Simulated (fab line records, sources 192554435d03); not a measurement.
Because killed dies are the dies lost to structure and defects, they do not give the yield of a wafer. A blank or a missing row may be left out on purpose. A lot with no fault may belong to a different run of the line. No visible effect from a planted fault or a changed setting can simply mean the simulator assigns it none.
Chamber matching ; flow n5 finfet ; N5_BEOL_M5_PRE_CLEAN_77 on cvd co-02 has 3 sister chambers
The step time 15 s. 16 wafers are shown with their chamber, then 7 later ones without.

== WAFERS PAIRED WITH THEIR CHAMBERS ==
wafer;chamber;heater power w (W)
L981.1;1;98
L981.2;2;56
L981.3;0;88
L983.1;0;87
L983.5;2;57
L983.6;0;86
L984.2;1;97
L984.3;2;55
L984.6;1;97
L985.2;0;89
L985.5;2;55
L985.6;1;98
L990.3;2;55
L990.5;2;56
L997.1;2;58
L997.4;0;90

SIGNATURES, as means of the wafers listed above
reading;chamber 0;chamber 1;chamber 2;scatter within a chamber
heater power w;88.00;97.50;56.00;1.21
Rule: for each reading, subtract the chamber's mean from the wafer's reading, divide by that reading's scatter and square the result; add these up over the readings and take the root, which gives the wafer's distance from the chamber. The wafer belongs to the nearest chamber; if the next one is less than 2 further off, it can't be placed. The scatter is the square root of a quotient: the sum, over the shown wafers, of each reading's squared deviation from its chamber's mean, divided by wafers minus chambers.

== WAFERS WHOSE CHAMBER IS MISSING ==
wafer;heater power w (W)
L997.5;58
L103.1;99
L103.2;57
L103.3;90
L104.2;57
L104.4;88
L104.6;57

== WHICH CHAMBER EACH ONE RAN IN ==
wafer;from the rows above;in truth
L997.5;2;2
L103.1;1;1
L103.2;2;2
L103.3;0;0
L104.2;2;2
L104.4;0;0
L104.6;2;2
Placed correctly: 7 of 7. Number that these rows cannot place: 0. Placed wrongly: 0.
